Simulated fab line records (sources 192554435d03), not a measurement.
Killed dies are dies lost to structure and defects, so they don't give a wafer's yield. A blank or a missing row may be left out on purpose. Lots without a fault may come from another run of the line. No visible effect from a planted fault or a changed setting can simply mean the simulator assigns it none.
Which tool is to blame? ; flow n5-finfet ; Sampling: 6 lots, 14 wafers, 2 of 1938 route steps

## WHAT THE GAUGES READ, wafer by wafer
N5_BEOL_M0_SAQP_CD_MEAS_14: target cd 42.5 nm.
lot;measured;on;cd-nm (nm)
L284;day 5 15:28;cd-sem-01;42.1 41.8
L286;day 6 05:14;cd-sem-03;42.8 42.1
L288;day 6 21:05;cd-sem-02;42.2 42.5
L291;day 7 18:18;cd-sem-03;42.8 42.5 42.3
L294;day 8 03:38;cd-sem-02;42.4 42.4 42.0
L301;day 10 13:07;cd-sem-03;43.0 42.5

## WHICH TOOL RAN EACH LOT (tool, then ch and the chambers of the sampled wafers, then the start)
lot;N5_BEOL_M0_SAQP_ILD_DEP_01
L284;pecvd-03 ch 0,2, day 5 13:23
L286;pecvd-03 ch 1,2, day 6 02:27
L288;pecvd-02 ch 0,1, day 6 14:52
L291;pecvd-03 ch 0,2, day 7 17:25
L294;pecvd-03 ch 0,1, day 8 02:54
L301;pecvd-03 ch 0,1, day 10 10:56
- N5_BEOL_M0_SAQP_ILD_DEP_01: deposits SiOC from DEMS/O2, target thk 45.419 nm, time 8.7 s.

## THE ANSWER, worked out from the rows above alone
Rule: usual is defined by the lots themselves. Put in order of their means at a reading, lots are off if they are a third of the lots or fewer, leave a main group of 4 or more, and stand apart from it by a gap of 3 or more times the standard deviation of the main group's means; of several such gaps the widest counts. If all means in a main group match to the digits the tables above print for the reading, that group is not used. Also off: a lot with no number at a reading for which 4 or more lots have one. Where the step has rows for the other lots, those lots are counted as sound.
No lot is off on any of the readings shown, so nothing can be concluded from this.

## WHAT WAS PUT IN BY THE SIMULATOR
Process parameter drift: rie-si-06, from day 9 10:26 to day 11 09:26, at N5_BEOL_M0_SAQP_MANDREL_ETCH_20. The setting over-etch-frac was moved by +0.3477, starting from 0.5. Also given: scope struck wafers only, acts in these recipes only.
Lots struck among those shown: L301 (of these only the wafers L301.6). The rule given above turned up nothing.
